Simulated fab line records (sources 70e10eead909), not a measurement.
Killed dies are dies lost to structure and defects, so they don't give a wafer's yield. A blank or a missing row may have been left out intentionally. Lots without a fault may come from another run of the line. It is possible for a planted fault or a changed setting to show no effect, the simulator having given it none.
fab line records | flow nand_harc
[record] lots = 6 | wafers = 18 | last_day = 35
route steps=1302 shown A_CONTACT@1081 END@1302
lots that met no fault: taken from a fault-free run of the same line
start_h: start of the lot's first displayed wafer, in hours after the record's first day | wait_h: hours elapsed since this lot's preceding step | " unchanged from the row above | L1.1+2: a row that stands for several wafers | - value missing, or start not given | * or withheld: withheld | < > ~ a bound
route shown NAME@n: names a module that has steps shown in the file, with the first one's number in the route | usual: mean/standard deviation of fault-free wafers | same: alike in all rows | chamber/n: place in a boat | sites: each site's reading | _std_site: standard deviation across them | _edge_site: outer sites' mean less inner sites' | radius_mm: for every site, how far away it sits from the centre of the wafer | mask NAME#n: copy n | behind: the last tool/chamber to shape the wafer | hold: reason for holding the lot/hours on hold/outcome of the hold | device: the transistor (n, p or np) that didn't switch | end of line: the tests these same wafers got at the end of their route | a step given without rows: its recipe and nothing more | killed: dies lost to structure and defects at the first sort, not the wafer's yield | map: a wafer's dies, marking killed ones x, the rest . and places with no die _
set.NAME: the setting that was run; set.NAME@STEP: the one run at that earlier step | model.NAME: the simulator's own value behind a step, which no gauge read
certain route steps with their lots: each step a table, each wafer a row
services: when a tool's chamber went out of use (start_h, in hours from the record's first day, below 0 if earlier), for how many hours, and the reason
[[steps]]
[step NHARC_A_CONTACT_DESCUM_13]
[recipe] time_s = 3 | o2_flow_sccm = 200 | ar_flow_sccm = 0 | bias_power_w = 0 | chemistry = O2
[step NHARC_A_CONTACT_ETCH_88]
[recipe] target_depth_a = 390 | over_etch_frac = 0.3 | time_s = 65 | ion_energy_ev = 80 | cf4_flow_sccm = 150 | ar_flow_sccm = 0 | rf_w = 300 | bias_w = 100 | chemistry = CF4
[step NHARC_A_CONTACT_ETCH_89]
[recipe] target_depth_a = 2600 | over_etch_frac = 0.3 | time_s = 475.3 | ion_energy_ev = 200 | n2_flow_sccm = 150 | h2_flow_sccm = 150 | ar_flow_sccm = 0 | rf_w = 400 | bias_w = 150 | chemistry = N2/H2
[step NHARC_A_CONTACT_ETCH_30]
[recipe] target_depth_a = 726 | time_s = 36.3 | cf4_flow_sccm = 100 | chf3_flow_sccm = 30 | ar_flow_sccm = 0 | rf_w = 500 | bias_w = 200 | chemistry = CF4/CHF3
[step NHARC_A_CONTACT_ETCH_31]
[recipe] target_depth_a = 28000 | over_etch_frac = 0.3 | time_s = 728 | ion_energy_ev = 150 | o2_flow_sccm = 400 | cos_flow_sccm = 20 | ar_flow_sccm = 0 | rf_w = 500 | bias_w = 300 | chemistry = O2/COS
[usual] drypump_motor_current_A = 5.8/0.51 | oes_product_au = 1.003/0.0083 | rf_vpp_V = 313.5/1.9 | run_length_s = 749.2/0.5 | showerhead_plenum_p_Torr = 3.09/0.12 | throttle_valve_pct = 28.331/0.0087
lot.wafer | tool        | chamber | start_h | wait_h | drypump_motor_current_A | oes_product_au | rf_hours_counter_h | rf_vpp_V | run_length_s | showerhead_plenum_p_Torr | throttle_valve_pct
L580.3    | rie_diel-01 | 0       | -       | -      | 6.5                     | 1.011          | 31                 | 313.8    | 748.8        | 3.11                     | 28.331
L580.6    | "           | 1       | "       | "      | 5.3                     | 1.000          | -                  | 315.5    | 749.4        | 3.17                     | 28.335
L580.5    | "           | 3       | "       | "      | 5.5                     | 1.015          | -                  | 311.0    | 749.2        | 2.97                     | 28.331
L579.2    | rie_diel-01 | 2       | -       | -      | 5.8                     | 1.013          | 27                 | 315.1    | 750.0        | 3.23                     | 28.325
L579.3    | "           | 3       | "       | "      | 5.5                     | 1.011          | 31                 | 311.8    | 748.3        | 2.97                     | 28.323
L579.5    | "           | 3       | "       | "      | 5.5                     | 1.012          | -                  | 312.9    | 748.8        | 2.97                     | 28.322
L582.1    | rie_diel-07 | 1       | -       | -      | 5.7                     | 1.007          | 28                 | 310.9    | 750.4        | 3.03                     | 28.319
L582.3    | "           | 3       | "       | "      | 6.1                     | 0.992          | 34                 | 311.5    | 749.6        | 2.98                     | 28.309
L582.4    | "           | 0       | "       | "      | 6.5                     | 0.991          | 24                 | 316.8    | 748.8        | 3.27                     | 28.327
L591.2    | rie_diel-07 | 1       | -       | -      | 5.7                     | 0.995          | 5                  | 313.1    | 749.9        | 3.02                     | 28.347
L591.3    | "           | 2       | "       | "      | 5.9                     | 0.988          | 6                  | 312.7    | 749.5        | 3.05                     | 28.323
L591.4    | "           | 3       | "       | "      | 6.2                     | 0.993          | 6                  | 312.3    | 749.5        | 2.97                     | 28.330
L592.1    | rie_diel-01 | 1       | -       | -      | 5.3                     | 1.008          | 13                 | 315.8    | 749.4        | 3.16                     | 28.335
L592.2    | "           | 2       | "       | "      | 5.9                     | 1.005          | 18                 | 315.6    | 749.6        | 3.22                     | 28.332
L592.5    | "           | 0       | "       | "      | 6.5                     | 1.014          | -                  | 313.7    | 748.7        | 3.09                     | 28.324
L598.1    | rie_diel-07 | 3       | -       | -      | 6.1                     | 1.003          | 39                 | 310.0    | 749.2        | 2.95                     | 28.346
L598.4    | "           | 1       | "       | "      | 5.7                     | 1.004          | -                  | 311.4    | 750.3        | 3.00                     | 28.314
L598.6    | "           | 3       | "       | "      | 6.1                     | 0.998          | -                  | 312.3    | 749.3        | 2.95                     | 28.347
[step NHARC_A_CONTACT_ETCH_134]
[recipe] source_w = withheld | pressure_mtorr = 20 | bias_v = withheld | time_s = 140 | target_depth_a = 7000 | ar_flow_sccm = withheld | c4f8_flow_sccm = withheld | o2_flow_sccm = withheld | chemistry = C4F8/O2/Ar
[usual] run_length_s = 141.20/0.29
lot.wafer | tool            | chamber | start_h | wait_h | rf_hours_counter_h | run_length_s
L580.3    | har_cap_etch-03 | 1       | 535.45  | -      | -                  | 141.13
L580.6    | "               | 1       | "       | "      | -                  | 140.93
L580.5    | "               | 0       | "       | "      | -                  | 141.85
L579.2    | har_cap_etch-03 | 0       | 543.12  | -      | 54                 | 141.06
L579.3    | "               | 1       | "       | "      | -                  | 141.10
L579.5    | "               | 0       | "       | "      | -                  | 141.05
L582.1    | har_cap_etch-01 | 1       | 588.35  | -      | 16                 | 141.45
L582.3    | "               | 0       | "       | "      | -                  | 140.74
L582.4    | "               | 1       | "       | "      | -                  | 141.45
L591.2    | har_cap_etch-03 | 1       | 673.88  | -      | 74                 | 141.08
L591.4    | "               | 1       | "       | "      | -                  | 140.77
L591.3    | "               | 0       | "       | "      | -                  | 141.20
L592.2    | har_cap_etch-01 | 0       | 686.65  | -      | 34                 | 140.98
L592.1    | "               | 1       | "       | "      | 34                 | 141.05
L592.5    | "               | 1       | "       | "      | -                  | 140.94
L598.1    | har_cap_etch-03 | 1       | 767.67  | -      | 92                 | 140.82
L598.4    | "               | 0       | "       | "      | -                  | 141.19
L598.6    | "               | 1       | "       | "      | -                  | 140.92
[step NHARC_A_CONTACT_ETCH_135]
[recipe] source_w = withheld | pressure_mtorr = 20 | bias_v = 1200 | time_s = 311 | target_depth_a = 19120 | ar_flow_sccm = withheld | c4f8_flow_sccm = withheld | o2_flow_sccm = withheld | chemistry = C4F8/O2/Ar
[usual] run_length_s = 311/0
lot.wafer | tool            | chamber | start_h | wait_h | rf_hours_counter_h | run_length_s
L580.3    | har_cap_etch-03 | 1       | 535.67  | 0.2    | -                  | 311
L580.6    | "               | 1       | "       | "      | -                  | 311
L580.5    | "               | 0       | "       | "      | -                  | 311
L579.2    | har_cap_etch-03 | 0       | 543.39  | 0.2    | 54                 | 311
L579.3    | "               | 1       | "       | "      | -                  | 311
L579.5    | "               | 0       | "       | "      | -                  | 311
L582.1    | har_cap_etch-01 | 1       | 588.56  | 0.2    | 16                 | 311
L582.3    | "               | 0       | "       | "      | -                  | 311
L582.4    | "               | 1       | "       | "      | -                  | 311
L591.2    | har_cap_etch-03 | 1       | 674.08  | 0.2    | 74                 | 311
L591.4    | "               | 1       | "       | "      | -                  | 311
L591.3    | "               | 0       | "       | "      | -                  | 311
L592.2    | har_cap_etch-01 | 0       | 686.85  | 0.2    | 34                 | 311
L592.1    | "               | 1       | "       | "      | 34                 | 311
L592.5    | "               | 1       | "       | "      | -                  | 311
L598.1    | har_cap_etch-03 | 1       | 767.88  | 0.2    | 92                 | 311
L598.4    | "               | 0       | "       | "      | -                  | 311
L598.6    | "               | 1       | "       | "      | -                  | 311
[step NHARC_A_CONTACT_ETCH_136]
[recipe] source_w = withheld | pressure_mtorr = 20 | bias_v = 1200 | time_s = 311 | target_depth_a = 19120 | ar_flow_sccm = withheld | c4f8_flow_sccm = withheld | o2_flow_sccm = withheld | chemistry = C4F8/O2/Ar
[usual] run_length_s = 311/0
lot.wafer | tool            | chamber | start_h | wait_h | rf_hours_counter_h | run_length_s
L580.3    | har_cap_etch-03 | 1       | 535.95  | 0.2    | -                  | 311
L580.6    | "               | 1       | "       | "      | -                  | 311
L580.5    | "               | 0       | "       | "      | -                  | 311
L579.2    | har_cap_etch-03 | 0       | 543.76  | 0.3    | 54                 | 311
L579.3    | "               | 1       | "       | "      | -                  | 311
L579.5    | "               | 0       | "       | "      | -                  | 311
L582.1    | har_cap_etch-01 | 1       | 588.83  | 0.2    | 16                 | 311
L582.3    | "               | 0       | "       | "      | -                  | 311
L582.4    | "               | 1       | "       | "      | -                  | 311
L591.2    | har_cap_etch-03 | 1       | 674.35  | 0.2    | 74                 | 311
L591.4    | "               | 1       | "       | "      | -                  | 311
L591.3    | "               | 0       | "       | "      | -                  | 311
L592.2    | har_cap_etch-01 | 0       | 687.13  | 0.2    | 35                 | 311
L592.1    | "               | 1       | "       | "      | 35                 | 311
L592.5    | "               | 1       | "       | "      | -                  | 311
L598.1    | har_cap_etch-03 | 1       | 768.15  | 0.2    | 92                 | 311
L598.4    | "               | 0       | "       | "      | -                  | 311
L598.6    | "               | 1       | "       | "      | -                  | 311
[step NHARC_A_CONTACT_ETCH_137]
[recipe] source_w = withheld | pressure_mtorr = 20 | bias_v = 1200 | time_s = 311 | target_depth_a = 19120 | ar_flow_sccm = withheld | c4f8_flow_sccm = withheld | o2_flow_sccm = withheld | chemistry = C4F8/O2/Ar
[step NHARC_A_CONTACT_ETCH_138]
[recipe] source_w = withheld | pressure_mtorr = 20 | bias_v = 1200 | time_s = 311 | target_depth_a = 19140 | ar_flow_sccm = withheld | c4f8_flow_sccm = withheld | o2_flow_sccm = withheld | chemistry = C4F8/O2/Ar
[step NHARC_A_CONTACT_ETCH_139]
[recipe] source_w = withheld | pressure_mtorr = 20 | bias_v = 400 | time_s = 195 | target_depth_a = 8400 | ar_flow_sccm = withheld | c4f8_flow_sccm = 11.5 | o2_flow_sccm = 7.2 | chemistry = C4F8/O2/Ar
[step NHARC_A_CONTACT_ETCH_92]
[recipe] target_depth_a = 400 | over_etch_frac = 0.5 | time_s = 85.7 | ion_energy_ev = 120 | ch3f_flow_sccm = 50 | o2_flow_sccm = 30 | ar_flow_sccm = 200 | rf_w = 500 | bias_w = 100 | chemistry = CH3F/O2
[usual] ch3f_flow_sccm = 50.00/0.15 | drypump_motor_current_A = 5.8/0.5 | oes_product_au = 0.944/0.028 | rf_vpp_V = 244.2/1.5 | run_length_s = 106.9/0.5 | showerhead_plenum_p_Torr = 2.45/0.084 | throttle_valve_pct = 20.662/0.0088
lot.wafer | tool        | chamber | start_h | wait_h | ch3f_flow_sccm | drypump_motor_current_A | oes_product_au | rf_hours_counter_h | rf_vpp_V | run_length_s | showerhead_plenum_p_Torr | throttle_valve_pct
L580.3    | rie_diel-01 | 0       | 537.41  | 0.6    | 50.00          | 6.5                     | 0.914          | 32                 | 244.3    | 106.3        | 2.45                     | 20.665
L580.6    | "           | 0       | "       | "      | 50.03          | 6.5                     | 0.936          | -                  | 243.2    | 106.9        | 2.45                     | 20.680
L580.5    | "           | 1       | "       | "      | 49.98          | 5.3                     | 0.919          | -                  | 243.5    | 107.5        | 2.49                     | 20.656
L579.2    | rie_diel-07 | 3       | 545.52  | 0.6    | 50.01          | 6.1                     | 0.923          | 22                 | 243.1    | 107.1        | 2.35                     | 20.675
L579.3    | "           | 0       | "       | "      | 50.16          | 6.5                     | 0.935          | 19                 | 245.5    | 106.2        | 2.58                     | 20.670
L579.5    | "           | 1       | "       | "      | 49.94          | 5.7                     | 0.929          | -                  | 242.3    | 107.5        | 2.39                     | 20.664
L582.3    | rie_diel-01 | 1       | 590.17  | 0.4    | 49.88          | 5.3                     | 1.004          | 2                  | 244.1    | 106.9        | 2.49                     | 20.671
L582.4    | "           | 2       | "       | "      | 49.91          | 5.8                     | 1.005          | 2                  | 247.2    | 107.3        | 2.55                     | 20.673
L582.1    | "           | 3       | "       | "      | 49.94          | 5.5                     | 1.018          | 3                  | 243.8    | 106.7        | 2.33                     | 20.658
L591.3    | rie_diel-01 | 0       | 675.71  | 0.4    | 50.18          | 6.5                     | 1.006          | 18                 | 245.4    | 106.7        | 2.44                     | 20.673
L591.4    | "           | 2       | "       | "      | 50.22          | 5.8                     | 1.002          | 16                 | 245.8    | 107.4        | 2.54                     | 20.659
L591.2    | "           | 3       | "       | "      | 49.91          | 5.5                     | 0.999          | 18                 | 242.5    | 106.2        | 2.33                     | 20.663
L592.2    | rie_diel-01 | 3       | 688.50  | 0.5    | 49.80          | 5.5                     | 0.928          | 20                 | 241.7    | 106.1        | 2.33                     | 20.661
L592.1    | "           | 0       | "       | "      | 49.92          | 6.5                     | 0.946          | 20                 | 243.3    | 106.3        | 2.44                     | 20.660
L592.5    | "           | 3       | "       | "      | 49.81          | 5.5                     | 0.942          | -                  | 241.7    | 106.3        | 2.33                     | 20.675
L598.1    | rie_diel-04 | 3       | 769.48  | 0.5    | 50.06          | 6.2                     | 0.934          | 16                 | 244.6    | 107.3        | 2.46                     | 20.657
L598.4    | "           | 3       | "       | "      | 49.83          | 6.2                     | 0.916          | -                  | 244.5    | 107.5        | 2.46                     | 20.682
L598.6    | "           | 1       | "       | "      | 49.87          | 4.9                     | 0.909          | -                  | 248.2    | 107.5        | 2.65                     | 20.661
[step NHARC_A_CONTACT_ETCH_98]
[recipe] target_depth_a = 200 | over_etch_frac = 0.5 | time_s = 10 | ion_energy_ev = 250 | c4f6_flow_sccm = 25 | o2_flow_sccm = 20 | ar_flow_sccm = 500 | rf_w = 600 | bias_w = 500 | chemistry = C4F6/O2
[usual] drypump_motor_current_A = 5.8/0.51 | oes_product_au = 0.964/0.022 | rf_vpp_V = 546.6/2.8 | run_length_s = 30.9/0.42 | showerhead_plenum_p_Torr = 3.90/0.13 | throttle_valve_pct = 26.903/0.0097
lot.wafer | tool        | chamber | start_h | wait_h | drypump_motor_current_A | oes_product_au | rf_hours_counter_h | rf_vpp_V | run_length_s | showerhead_plenum_p_Torr | throttle_valve_pct
L580.3    | rie_diel-01 | 3       | 537.75  | 0.3    | 5.5                     | 0.985          | 29                 | 543.5    | 31.2         | 3.74                     | 26.891
L580.6    | "           | 1       | "       | "      | 5.3                     | 0.982          | -                  | 547.5    | 31.5         | 3.98                     | 26.905
L580.5    | "           | 3       | "       | "      | 5.5                     | 0.981          | -                  | 544.0    | 30.3         | 3.74                     | 26.883
L579.3    | rie_diel-07 | 0       | 545.63  | -      | 6.5                     | 0.947          | 19                 | 550.4    | 30.6         | 4.10                     | 26.914
L579.2    | "           | 2       | "       | "      | 5.9                     | 0.948          | 19                 | 542.5    | 30.9         | 3.86                     | 26.898
L579.5    | "           | 0       | "       | "      | 6.5                     | 0.950          | -                  | 550.8    | 30.7         | 4.11                     | 26.885
L582.4    | rie_diel-01 | 0       | 590.33  | -      | 6.5                     | 0.999          | 3                  | 546.3    | 31.3         | 3.90                     | 26.900
L582.3    | "           | 1       | "       | "      | 5.3                     | 1.012          | 2                  | 547.8    | 30.8         | 3.97                     | 26.914
L582.1    | "           | 2       | "       | "      | 5.9                     | 1.012          | 2                  | 549.1    | 31.4         | 4.05                     | 26.912
L591.2    | rie_diel-01 | 3       | 675.86  | -      | 5.6                     | 1.003          | 18                 | 544.3    | 30.4         | 3.73                     | 26.894
L591.4    | "           | 0       | "       | "      | 6.5                     | 1.013          | 18                 | 546.8    | 27.7         | 3.89                     | 26.902
L591.3    | "           | 1       | "       | "      | 5.3                     | 0.990          | 11                 | 546.9    | 31.4         | 3.97                     | 26.896
L592.2    | rie_diel-01 | 0       | 688.64  | -      | 6.5                     | 0.959          | 20                 | 546.4    | 27.4         | 3.89                     | 26.906
L592.1    | "           | 2       | "       | "      | 5.9                     | 0.951          | 18                 | 550.6    | 31.2         | 4.05                     | 26.899
L592.5    | "           | 3       | "       | "      | 5.5                     | 0.963          | -                  | 541.3    | 30.9         | 3.72                     | 26.916
L598.1    | rie_diel-04 | 3       | 769.65  | 0.2    | 6.2                     | 0.943          | 16                 | 547.3    | 30.6         | 3.93                     | 26.904
L598.4    | "           | 1       | "       | "      | 5.0                     | 0.959          | -                  | 552.6    | 30.9         | 4.21                     | 26.899
L598.6    | "           | 0       | "       | "      | 4.6                     | 0.951          | -                  | 551.0    | 30.6         | 4.10                     | 26.923
[step NHARC_A_CONTACT_CD_MEAS_15]
[usual] cd_nm = 189.9/0.47
lot.wafer | tool      | chamber | start_h | wait_h | cd_nm
L580.3    | cd_sem-01 | -       | 537.84  | -      | 190.3
L580.5    | "         | -       | "       | "      | 189.3
L580.6    | "         | -       | "       | "      | 190.1
L579.2    | cd_sem-01 | -       | 545.71  | -      | 189.8
L579.3    | "         | -       | "       | "      | 189.9
L579.5    | "         | -       | "       | "      | 189.3
L582.1    | cd_sem-01 | -       | 590.41  | -      | 190.4
L582.3    | "         | -       | "       | "      | 190.9
L582.4    | "         | -       | "       | "      | 190.3
L591.2    | cd_sem-01 | -       | 675.94  | -      | 190.1
L591.3    | "         | -       | "       | "      | 190.2
L591.4    | "         | -       | "       | "      | 189.8
L592.1    | cd_sem-03 | -       | 688.72  | -      | 189.1
L592.2    | "         | -       | "       | "      | 189.2
L592.5    | "         | -       | "       | "      | 188.7
L598.1    | cd_sem-01 | -       | 769.73  | -      | 190.3
L598.4    | "         | -       | "       | "      | 190.1
L598.6    | "         | -       | "       | "      | 190.0
[step NHARC_END_SORT_01]
[recipe] temp_c = 25
[usual] killed_at_array = 44/16 | killed_at_other = 0.6/1.1 | killed_at_periphery = 3.9/2.6 | killed_dies = 48/16 | killed_open = 3.1/1.9 | killed_short = 2.4/1.8
[same] gross_dies = 677
lot.wafer | tool      | chamber | start_h | wait_h | killed_at_array | killed_at_other | killed_at_periphery | killed_dies | killed_open | killed_short
L591.4    | prober-01 | 0       | 724.15  | 3.5    | 313             | 1               | 6                   | 320         | 5           | 8
L592.2    | prober-02 | 0       | 735.59  | 2.8    | 305             | 0               | 3                   | 308         | 3           | 5
// killed by level:class
L591.4 A_CONTACT:area_etch=228 A_CHANNEL_HOLE_D1:chamber_film_flake=34 A_SLIT:chamber_film_flake=18 A_CHANNEL_HOLE_D2:chamber_film_flake=15 A_ONON_D1:geometric_particle:short=4 A_CONTACT:geometric_particle:open=2 P_M1:chamber_film_flake=2 A_M0:chamber_film_flake=2
L592.2 A_CONTACT:area_etch=264 A_SLIT:chamber_film_flake=17 A_STAIRCASE:chamber_film_flake=6 A_DECK1_JOINT:chamber_film_flake=4 A_CONTACT:chamber_film_flake=3 A_CHANNEL_HOLE_D1:chamber_film_flake=2 A_SOURCE_PLATE:geometric_particle:open=1 A_CHANNEL_FILL_D1:geometric_particle:open=1
// map L591.4 (x killed, . not)
____________.____________
_________...x..._________
_______....x....xx_______
______..x..xxx...x.______
_____.....x...xx.xx._____
____....x..x..xxx....____
____.x..x.xx..x.xx.x.____
___...x.xxx..x.xxx..xx___
___.....xxxxx.xx.xx.xx___
__.....xx.xxxxx.x.x.xxx__
__...xx..xxxxxxxx.x.x.x__
_......x.xx.xx.x.xx.xxxx_
_.....xxxxxxxxxxxxxxxxxx_
_.x..xxxxx.xxxxx.xxxx.xx_
_..xxxxxxxxxxxxx..x.xx.._
_x..xxxxxx.xxxxxx.xx.x.._
...xxxxxxxx..xxxxx.....x.
.....xxxxxxxxxxxx...xx.x.
....x.xxxxxxxxxxxxx.xx...
....xxx.xxx.x.xxxxxx.....
..x.xxxxxxx...xxxxxx.....
_..x.xx.xxxxxxx.xxx.x..._
_.x..xxxxx...xx..xxx.x.._
_...xx.....xxxxxxxx..x.._
_...x...x...x.x..x.x..x._
_........x.xxxxxxx..x.x._
__..x....xx..xxx.......__
__...x..x..xxx..x.xx...__
___.....x...x.x.xxx...___
___...x........x...x..___
____......x......x...____
____......xx.........____
_____.....x..x......_____
______.....xx......______
_______x.xx.xx...._______
_________xxxxx.._________
____________x____________
// map L592.2 (x killed, . not)
____________.____________
_________...x..._________
_______..........._______
______.......x....x______
_____..........x...._____
____.x.x.x...........____
____......x.x.xxxx...____
___..xx.x.xxx......xxx___
___...xxxxxxxxxx.x..xx___
__..x..xxxxxxxx.x....xx__
__......xxx..xx.xx.xxxx__
_...x.xxxxxxxxxxx.xx.xxx_
_....xxxxxxxxxxxx.x.xxxx_
_....xxxxxxxxxxxxx..x..x_
_..xxx..xxxxxxxxxxxxx..._
_.....x.xxxx.xxxxxx..x.._
...x...xxxxxxxxxxxxxx..x.
..x.xxxxxxxxxxx.xx..xxx..
..xxx.x.xxxxxxxxxx.xx.x..
x.x....xxxxxxxx.xxxxx....
......x.xxxxxxx.xxxx.x...
_....x.xxxxxx.xxxx..x..._
_.x.x.x.xxx.xxxxx.xx.x.x_
_....x....xxxxxx........_
_..xxx.xxxxxxxx...x.x..._
_.....xx.xxxxxxx.xxx...._
__....xxx..x.xxxxxx..x.__
__......xxxx..xxxxxx...__
___.......xxxx...x.x..___
___......xx...........___
____..x...x.x.......x____
____.................____
_____........xx....._____
______x............______
_______..........._______
_________......._________
____________.____________
[[services]]
tool        | chamber | start_h | hours | kind
rie_diel-01 | 0       | 512.77  | -     | clean
rie_diel-01 | 1       | 512.77  | -     | clean
rie_diel-01 | 2       | 512.77  | -     | clean
rie_diel-01 | 3       | 512.77  | -     | clean
rie_diel-04 | -       | 532.41  | 9.0   | pm
rie_diel-01 | 0       | 537.27  | -     | clean
rie_diel-01 | 1       | 537.27  | -     | clean
rie_diel-01 | 2       | 537.27  | -     | clean
rie_diel-01 | 3       | 537.27  | -     | clean
rie_diel-07 | -       | 550.42  | 0.9   | repair
rie_diel-01 | -       | 558.11  | 9.0   | pm
rie_diel-01 | 0       | 558.11  | 9.0   | vent_cycle
rie_diel-07 | 0       | 562.55  | 12.0  | repair
rie_diel-01 | 3       | 601.55  | 3.7   | repair
rie_diel-01 | 1       | 604.61  | 18.3  | repair
rie_diel-07 | -       | 648.23  | 9.0   | pm
rie_diel-04 | 1       | 655.38  | 4.3   | repair
rie_diel-04 | 2       | 669.20  | 17.9  | repair
rie_diel-04 | 0       | 703.71  | 5.1   | repair
rie_diel-04 | -       | 709.41  | 9.0   | pm
rie_diel-01 | -       | 735.11  | 9.0   | pm
rie_diel-01 | -       | 753.80  | 0.9   | repair
rie_diel-07 | 0       | 759.73  | 21.2  | repair
rie_diel-04 | 2       | 768.33  | 16.5  | repair
[[key]]
[first_sign] step = NHARC_A_CONTACT_ETCH_98 | reading = run_length_s | direction = down | sigmas = 8 | usual = * | struck = *
[effect] step = NHARC_END_SORT_01 | reading = killed_at_array | direction = up | sigmas = 17 | usual = 44 | struck = 309
[more_kills_born_at] NHARC_A_CONTACT_ETCH_98@rie_diel-01 = 492
met_at NHARC_A_CONTACT_ETCH_98
struck_wafers L591.4,L592.2
tester_left_out L591,L592
onset_between 590.33 675.86
[fault] kind = process_parameter_drift | tool = rie_diel-01 | chamber = 0 | onset_h = 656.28 | steps = NHARC_A_CONTACT_ETCH_98 | channel = time_s | offset = * | shape = step | end_h = 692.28 | acts_in = * | stated = *
// tester_left_out: of these lots the tester's yield and bins aren't shown, on N5 and GAA mostly nor the transistor test; their killed dies are dies lost to structure and defects alone, not to doping, threshold or leakage, so they don't give the yield
